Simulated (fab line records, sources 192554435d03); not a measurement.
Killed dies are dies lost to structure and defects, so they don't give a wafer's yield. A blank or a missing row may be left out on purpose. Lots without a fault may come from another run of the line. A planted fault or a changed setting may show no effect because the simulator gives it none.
Problem report in the 8D (eight disciplines) form, filled by code | flow n5_finfet | the parts of the form that need people (team, actions taken, sign-off) are left out
Where a reading is given only as a bound, like >300, the bound stands for it, and a mean or a difference that rests on one is marked > or <: the true number lies beyond.

1. THE PROBLEM
raw_defect_count at N5_BEOL_M15_INSPECT_55 reads a mean of 396 on 6 wafers of 2 lots; wafers without a fault read 68 with a standard deviation of 22. That is +15 standard deviations from the usual mean.
The step: inspects for defects (darkfield).
First seen on wafer L846.2, day 14 22:51, on defect_inspect-01. The record holds 30 wafers of 10 lots with a number at this step. Rule for "out", or "out of limits": more than 4 standard deviations from the usual mean. The other wafers with a number count as sound.

2. WHAT IT IS AND WHAT IT IS NOT
question                    | is                     | is not
which readings at this step | raw_defect_count       | -
which lots                  | L846, L849             | L833, L834, L835, L836, L838, L839, L855, L856
which wafers of those lots  | all that have a number | -
read on which gauges        | defect_inspect-01      | defect_inspect-02
when                        | from day 14 22:51      | up to then (18 sound wafers); but 6 sound wafers of L855, L856 came after

3. SUSPECTS, AND WHAT RULES EACH OUT
Counting: a tool at a process step up to the reading stays a suspect if it ran every lot that is out and no sound lot after the first of them.
- the gauge at N5_BEOL_M15_INSPECT_55: ruled out. All the wafers that are out were read on defect_inspect-01, but those of them that N5_PASSIVATION_PROBE_49 has rows for are out there too, on other tools.
- rie_diel-04 at N5_BEOL_M15_STRIP_37 (strips in O2): ruled out as a lasting fault. Sound lots L855, L856 ran on it after its first lot that is out, L846 (day 14 21:55). N5_BEOL_M15_STRIP_37 gives no start for some lots, so the hours and the order of its lots are those of N5_BEOL_M15_ANNEAL_48.
- rtp_anneal-01 at N5_BEOL_M15_ANNEAL_48 (time 90 s): ruled out as a lasting fault. Sound lots L855 ran on it after its first lot that is out, L846 (day 14 21:55).
- pecvd-03 at N5_BEOL_M15_PRE_CLEAN_52 (time 15 s): ruled out as a lasting fault. Sound lots L856 ran on it after its first lot that is out, L846 (day 14 22:44).
Left after counting: nothing in the record.

4. THE CAUSE (what the simulator had put in)
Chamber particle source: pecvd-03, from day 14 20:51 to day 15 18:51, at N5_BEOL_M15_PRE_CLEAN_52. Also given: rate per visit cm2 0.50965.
Counting ruled it out, wrongly: the rule takes a fault to strike every lot that its tool runs from its start on, and this one did not.

5. THE CHAIN OF EFFECTS, in route order
Each row: a reading whose mean over the struck wafers that have a number lies more than 3 standard deviations from the usual. Only readings for which the record gives a usual standard deviation are gone through. hours: the time from each lot's start at the first step in this table that gives one to its start at this step, as a median over the lots. sigmas: the change in usual standard deviations.
hours | step                        | reading              | usual  | on struck wafers | change | sigmas
0     | N5_BEOL_M15_INSPECT_55      | raw_defect_count     | 68     | 396              | +328   | +15
4     | N5_MIM_TOP_LITHO_INSPECT_12 | raw_defect_count     | 1.9    | >300             | >+298  | +99 or more
16    | N5_PASSIVATION_PROBE_49     | defect_limited_yield | 91.2 % | 85.9             | -5.3   | -3.3
16    | N5_PASSIVATION_PROBE_49     | killed_at_M4_up      | 15     | 94               | +79    | +13
16    | N5_PASSIVATION_PROBE_49     | killed_dies          | 104    | 166              | +62    | +3.3
16    | N5_PASSIVATION_PROBE_49     | sort_bin_5_function  | 5.2 %  | 8.8              | +3.6   | +3.7
16    | N5_PASSIVATION_PROBE_49     | sort_n_pass          | 1076   | 1014             | -62    | -3.3
16    | N5_PASSIVATION_PROBE_49     | sort_yield_pct       | 91.2 % | 85.9             | -5.3   | -3.3
The process steps in it:
- N5_PASSIVATION_PROBE_49

6. WHAT WOULD HAVE CAUGHT IT SOONER
In this record the first reading out of limits at a measuring or inspecting step was taken at day 14 22:51, 2 hours after the fault began at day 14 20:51.
Of the tool readings at N5_BEOL_M15_PRE_CLEAN_52 for which the record gives a usual standard deviation, none was out on any struck wafer, so an alarm limit of 4 standard deviations on them would not have fired.
